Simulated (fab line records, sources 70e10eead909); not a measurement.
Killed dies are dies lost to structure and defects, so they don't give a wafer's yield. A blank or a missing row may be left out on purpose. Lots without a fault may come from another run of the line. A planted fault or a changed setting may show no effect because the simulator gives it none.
fab line records | flow nand_harc | part 2 of 2: steps 21 to 31 of 31
record lots=5 wafers=15 last_day=24
route steps=1159 shown A_STAIRCASE@539
lots that met no fault: from a run of the same line without faults
start_h: hours from the record's first day to the start of the lot's first wafer shown | wait_h: hours since the lot's step before | " the same as in the row above | L1.1+2: a row that stands for several wafers | - no value, or no start given | * or withheld: withheld | < > ~ a bound
route shown NAME@n: a module of which the file shows steps, and the number in the route of the first | usual: mean/standard deviation of fault-free wafers | same: alike in all rows | chamber/n: place in a boat | sites: the reading at each site | _std_site: their standard deviation | _edge_site: outer sites' mean less inner sites' | radius_mm: how far each site lies from the wafer's centre | mask NAME#n: copy n | behind: the tool/chamber that last shaped the wafer | hold: why the lot was held/for how many hours/how that ended | device: the transistor (n, p or np) that didn't switch | end of line: the same wafers' tests at the end of the route | a step without rows: its recipe alone | killed: dies lost to structure and defects at the first sort, not the wafer's yield | map: a wafer's dies, x killed, . not, _ none there
set.NAME: the setting as run; set.NAME@STEP: as run at that earlier step | model.NAME: the simulator's own value behind a step, which no gauge read
lots at some steps of the route; a table a step, a row a wafer
services: from which hour (start_h, from the record's first day; less than 0 if before it) a tool's chamber was out of use, for how many hours, and why
## steps
# step NHARC_A_STAIRCASE_TRIM_24
# recipe time_s=211.2 o2_flow_sccm=500 ar_flow_sccm=0 bias_w=0 chemistry=O2
# usual drypump_motor_current_A=5.8/0.45 oes_product_au=1.000/0.0069 rf_vpp_V=57.7/0.82 showerhead_plenum_p_Torr=3.48/0.17 throttle_valve_pct=17.036/0.0095
# columns lot.wafer tool chamber start_h wait_h drypump_motor_current_A oes_product_au rf_hours_counter_h rf_vpp_V showerhead_plenum_p_Torr throttle_valve_pct
L082.2 rie_diel-11 1 - - 5.5 1.004 35 57.4 3.40 17.040
L082.3 " 2 " " 5.4 1.008 36 58.9 3.63 17.019
L082.6 " 1 " " 5.5 0.992 - 56.2 3.40 17.029
L092.1 rie_diel-11 1 - - 5.5 1.006 51 56.4 3.39 17.026
L092.5 " 3 " " 5.4 1.002 - 57.5 3.27 17.030
L092.6 " 0 " " 6.6 0.997 - 58.5 3.57 17.041
L089.3 rie_diel-11 0 - - 6.6 0.998 49 58.5 3.57 17.029
L089.5 " 2 " " 5.4 1.001 - 57.6 3.62 17.019
L089.6 " 3 " " 5.4 1.009 - 56.7 3.27 17.038
L088.3 rie_diel-11 3 - - 5.5 1.004 50 57.0 3.27 17.037
L088.2 " 0 " " 6.5 1.001 50 57.2 3.57 17.050
L088.5 " 3 " " 5.4 0.995 - 57.9 3.27 17.034
L096.1 rie_diel-04 0 - - 6.0 1.005 27 57.5 3.59 17.040
L096.3 " 1 " " 6.2 0.995 28 58.4 3.79 17.040
L096.5 " 1 " " 6.2 0.990 - 58.2 3.79 17.034
# step NHARC_A_STAIRCASE_ETCH_25
# recipe target_depth_a=1000 time_s=40.5 ion_energy_ev=400 c4f8_flow_sccm=20 o2_flow_sccm=10 ar_flow_sccm=withheld rf_w=600 bias_w=1000 chemistry=C4F8/O2
# usual oes_product_au=0.944/0.0081 rf_vpp_V=894/6
# columns lot.wafer tool chamber start_h wait_h oes_product_au rf_hours_counter_h rf_vpp_V
L082.3 rie_diel-11 1 - - 0.935 35 891
L082.2 " 2 " " 0.948 36 900
L082.6 " 2 " " 0.938 - 900
L092.1 rie_diel-11 0 - - 0.935 47 898
L092.5 " 3 " " 0.938 - 887
L092.6 " 0 " " 0.944 - 898
L089.3 rie_diel-11 0 - - 0.956 49 897
L089.6 " 2 " " 0.938 - 900
L089.5 " 3 " " 0.951 - 886
L088.3 rie_diel-11 0 - - 0.939 50 897
L088.2 " 1 " " 0.925 53 891
L088.5 " 0 " " 0.934 - 897
L096.3 rie_diel-04 0 - - 0.945 27 897
L096.1 " 2 " " 0.950 24 886
L096.5 " 3 " " 0.943 - 903
# step NHARC_A_STAIRCASE_TRIM_26
# recipe time_s=211.2 o2_flow_sccm=500 ar_flow_sccm=0 bias_w=0 chemistry=O2
# usual drypump_motor_current_A=5.9/0.47 oes_product_au=1.003/0.0072 rf_vpp_V=57.7/0.85 showerhead_plenum_p_Torr=3.48/0.16 throttle_valve_pct=17.035/0.0089
# columns lot.wafer tool chamber start_h wait_h drypump_motor_current_A oes_product_au rf_hours_counter_h rf_vpp_V showerhead_plenum_p_Torr throttle_valve_pct
L082.3 rie_diel-11 3 - - 5.5 1.007 34 58.0 3.28 17.027
L082.2 " 0 " " 6.5 1.003 34 58.4 3.58 17.036
L082.6 " 0 " " 6.5 1.006 - 57.9 3.58 17.029
L092.1 rie_diel-11 1 - - 5.5 1.008 51 58.2 3.39 17.020
L092.6 " 0 " " 6.6 1.003 - 58.5 3.57 17.037
L092.5 " 1 " " 5.5 1.004 - 57.0 3.39 17.041
L089.3 rie_diel-11 0 - - 6.6 1.011 49 58.6 3.57 17.046
L089.5 " 3 " " 5.4 1.007 - 58.4 3.27 17.056
L089.6 " 0 " " 6.5 1.009 - 58.3 3.57 17.046
L088.3 rie_diel-11 2 - - 5.4 1.003 54 58.7 3.62 17.025
L088.2 " 3 " " 5.4 1.006 51 58.7 3.27 17.020
L088.5 " 1 " " 5.5 1.003 - 56.6 3.39 17.034
L096.1 rie_diel-04 0 - - 6.0 0.986 27 57.5 3.59 17.027
L096.3 " 3 " " 6.1 0.983 26 57.5 3.68 17.034
L096.5 " 1 " " 6.2 0.993 - 58.5 3.79 17.038
# step NHARC_A_STAIRCASE_ETCH_27
# recipe target_depth_a=1000 time_s=40.5 ion_energy_ev=400 c4f8_flow_sccm=20 o2_flow_sccm=10 ar_flow_sccm=withheld rf_w=600 bias_w=1000 chemistry=C4F8/O2
# usual oes_product_au=0.941/0.0096 rf_vpp_V=894/6.1
# columns lot.wafer tool chamber start_h wait_h oes_product_au rf_hours_counter_h rf_vpp_V
L082.3 rie_diel-11 0 - - 0.930 34 899
L082.2 " 2 " " 0.932 36 900
L082.6 " 0 " " 0.923 - 899
L092.1 rie_diel-11 1 - - 0.956 51 891
L092.6 " 3 " " 0.963 - 885
L092.5 " 0 " " 0.952 - 898
L089.3 rie_diel-11 3 - - 0.953 50 885
L089.6 " 3 " " 0.945 - 885
L089.5 " 0 " " 0.952 - 897
L088.2 rie_diel-11 1 - - 0.931 54 892
L088.3 " 2 " " 0.933 54 901
L088.5 " 2 " " 0.944 - 899
L096.3 rie_diel-04 3 - - 0.929 26 901
L096.1 " 2 " " 0.923 24 887
L096.5 " 3 " " 0.922 - 899
# step NHARC_A_STAIRCASE_STRIP_175
# recipe power_w=1500 temp_c=250 chemistry=O2
# usual drypump_motor_current_A=5.4/0.35 heater_power_w=318/36
# columns lot.wafer tool chamber start_h wait_h drypump_motor_current_A heater_power_w rf_hours_counter_h
L082.2 plasma_asher-02 0 296.74 0.1 5.8 333 32
L082.3 " 0 " " 5.8 337 -
L082.6 " 0 " " 5.8 340 -
L092.1 plasma_asher-02 1 334.44 0.3 5.8 339 47
L092.6 " 1 " " 5.8 348 -
L092.5 " 0 " " 5.8 332 -
L089.3 plasma_asher-02 1 342.35 0.2 5.8 347 -
L089.5 " 1 " " 5.8 336 -
L089.6 " 0 " " 5.8 337 -
L088.2 plasma_asher-02 0 346.19 0.2 5.8 337 51
L088.3 " 1 " " 5.8 355 -
L088.5 " 0 " " 5.8 334 -
L096.1 plasma_asher-01 0 365.96 0.2 5.0 340 32
L096.3 " 1 " " 5.2 255 -
L096.5 " 0 " " 5.0 344 -
# step NHARC_A_STAIRCASE_STRIP_148
# recipe time_s=900 temp_c=130 chemistry=SPM
# columns lot.wafer tool chamber start_h wait_h
L082.3+2+6 wet_bench-09 6,7,2 297.04 0.2
L092.5+6+1 wet_bench-07 4,7,0 334.79 0.1
L089.3+5+6 wet_bench-09 5,7,0 342.62 0.2
L088.3+5+2 wet_bench-07 1,2,3 346.50 0.2
L096.1+3+5 wet_bench-05 6,1,2 366.26 0.3
# step NHARC_A_STAIRCASE_PRECLEAN_149
# recipe time_s=* temp_c=50 bath_age_min=0 chemistry=SC1
# columns lot.wafer tool chamber start_h wait_h
L082.3+2+6 wet_bench-09 6,7,2 - -
L092.5+6+1 wet_bench-07 4,7,0 - -
L089.3+5+6 wet_bench-09 5,7,0 - -
L088.3+5+2 wet_bench-07 1,2,3 - -
L096.1+3+5 wet_bench-05 6,1,2 - -
# step NHARC_A_STAIRCASE_SRD_150
# columns lot.wafer tool chamber start_h wait_h
L082.3+2+6 wet_bench-09 6,7,2 - -
L092.5+6+1 wet_bench-07 4,7,0 - -
L089.3+5+6 wet_bench-09 5,7,0 - -
L088.3+5+2 wet_bench-07 1,2,3 - -
L096.1+3+5 wet_bench-05 6,1,2 - -
# step NHARC_A_STAIRCASE_DEHYDRATE_176
# recipe temp_c=150 time_s=120
# columns lot.wafer tool chamber start_h wait_h
L082.2+3+6 litho_track-02 0 297.50 -
L092.1+5+6 litho_track-02 0 335.24 -
L089.3+5+6 litho_track-03 0 343.06 -
L088.2+3+5 litho_track-03 0 346.94 -
L096.1+3+5 litho_track-02 0 366.71 -
# step NHARC_A_STAIRCASE_HMDS_177
# recipe time_s=30
# columns lot.wafer tool chamber start_h wait_h
L082.2+3+6 litho_track-02 0 - -
L092.1+5+6 litho_track-02 0 - -
L089.3+5+6 litho_track-03 0 - -
L088.2+3+5 litho_track-03 0 - -
L096.1+3+5 litho_track-02 0 - -
# step NHARC_A_STAIRCASE_COAT_178
# recipe spin_rpm=1200
# columns lot.wafer tool chamber start_h wait_h
L082.2+3+6 litho_track-02 0 - -
L092.1+5+6 litho_track-02 0 - -
L089.3+5+6 litho_track-03 0 - -
L088.2+3+5 litho_track-03 0 - -
L096.1+3+5 litho_track-02 0 - -
## services
# columns tool chamber start_h hours kind
rie_diel-11 0 272.00 - clean
rie_diel-11 1 272.00 - clean
rie_diel-11 2 272.00 - clean
rie_diel-11 3 272.00 - clean
wet_bench-07 - 272.00 8.0 pm
rie_diel-03 1 273.67 5.0 repair
plasma_asher-01 - 276.65 9.0 pm
rie_diel-04 - 289.30 9.0 pm
rie_diel-11 0 296.52 - clean
rie_diel-11 1 296.52 - clean
rie_diel-11 2 296.52 - clean
rie_diel-11 3 296.52 - clean
krf_scanner-02 - 297.42 0.8 repair
krf_scanner-02 - 298.60 0.3 repair
rie_diel-11 0 304.69 1.6 repair
wet_bench-09 - 319.99 8.0 pm
rie_diel-11 0 321.02 - clean
rie_diel-11 3 334.96 3.5 repair
krf_scanner-03 - 340.00 4.0 pm
litho_track-02 - 340.00 7.0 pm
krf_scanner-01 - 352.87 12.9 repair
plasma_asher-02 - 360.17 9.0 pm
litho_track-07 - 364.00 7.0 pm
rie_diel-11 - 366.50 9.0 pm
